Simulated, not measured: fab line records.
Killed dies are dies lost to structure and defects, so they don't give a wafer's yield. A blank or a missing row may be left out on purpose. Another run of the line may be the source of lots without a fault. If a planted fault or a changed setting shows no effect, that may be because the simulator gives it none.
Chamber matching ; flow nandHarc ; 4 sister chambers for NHARC_P_M1_DESCUM_14 on rieDiel-07
The step chemistry O2, time 3 s. 22 wafers are shown with their chamber, then 11 later ones without.

== WAFERS, EACH WITH ITS CHAMBER ==
wafer;chamber;showerheadPlenumPTorr (Torr);drypumpMotorCurrentA (A);oesProductAu (a.u.)
L074.3;3;1.89;5.9;1.012
L074.4;2;1.94;6.0;0.997
L074.5;1;1.88;5.1;1.006
L075.1;3;1.89;6.0;1.011
L075.3;0;1.90;6.3;1.009
L075.6;2;1.94;6.0;1.001
L076.1;1;1.87;5.1;1.012
L076.2;0;1.90;6.2;1.007
L076.5;0;1.90;6.2;0.997
L079.1;2;1.94;6.0;0.996
L079.2;3;1.89;5.9;1.009
L079.6;1;1.87;5.1;1.002
L083.1;2;1.94;6.0;1.006
L083.3;0;1.90;6.3;0.997
L083.6;2;1.94;6.0;1.008
L083.2;1;1.87;5.1;1.004
L083.4;0;1.90;6.3;0.995
L083.5;1;1.87;5.1;1.000
L086.1;3;1.89;5.9;1.004
L086.2;1;1.87;5.1;0.996
L086.6;0;1.90;6.3;0.996
L092.1;0;1.90;6.3;1.007

SIGNATURES (means of the wafers above)
reading;chamber 0;chamber 1;chamber 2;chamber 3;scatter within a chamber
showerheadPlenumPTorr;1.9000;1.8717;1.9400;1.8900;0.00215
drypumpMotorCurrentA;6.271;5.100;6.000;5.925;0.0348
oesProductAu;1.00114;1.00333;1.00160;1.00900;0.00542
Rule: for each reading, subtract the chamber's mean from the wafer's reading, divide by that reading's scatter and square the result; add these up over the readings and take the root, which gives the wafer's distance from the chamber. If the next closest chamber is less than 2 further off than the closest, the wafer can't be placed; otherwise it belongs to the closest. The scatter: take each reading less its chamber's mean, square it, sum over the shown wafers, divide by the number of wafers less the number of chambers, and take the root.

== WAFERS WITHOUT THEIR CHAMBER ==
wafer;showerheadPlenumPTorr (Torr);drypumpMotorCurrentA (A);oesProductAu (a.u.)
L092.2;1.94;6.0;1.005
L092.3;1.89;6.0;1.006
L092.4;1.87;5.1;0.999
L092.5;1.87;5.1;1.007
L092.6;1.94;6.0;1.001
L090.1;1.89;5.9;0.998
L090.2;1.90;6.3;0.994
L090.5;1.87;5.1;1.003
L095.1;1.94;6.0;1.003
L095.4;1.89;5.9;1.003
L095.5;1.87;5.1;1.003

== WHICH CHAMBER EACH ONE RAN IN ==
wafer;from the rows above;in truth
L092.2;2;2
L092.3;3;3
L092.4;1;1
L092.5;1;1
L092.6;2;2
L090.1;3;3
L090.2;0;0
L090.5;1;1
L095.1;2;2
L095.4;3;3
L095.5;1;1
Placed correctly: 11 of 11. Number that these rows cannot place: 0. 0 placed wrongly.
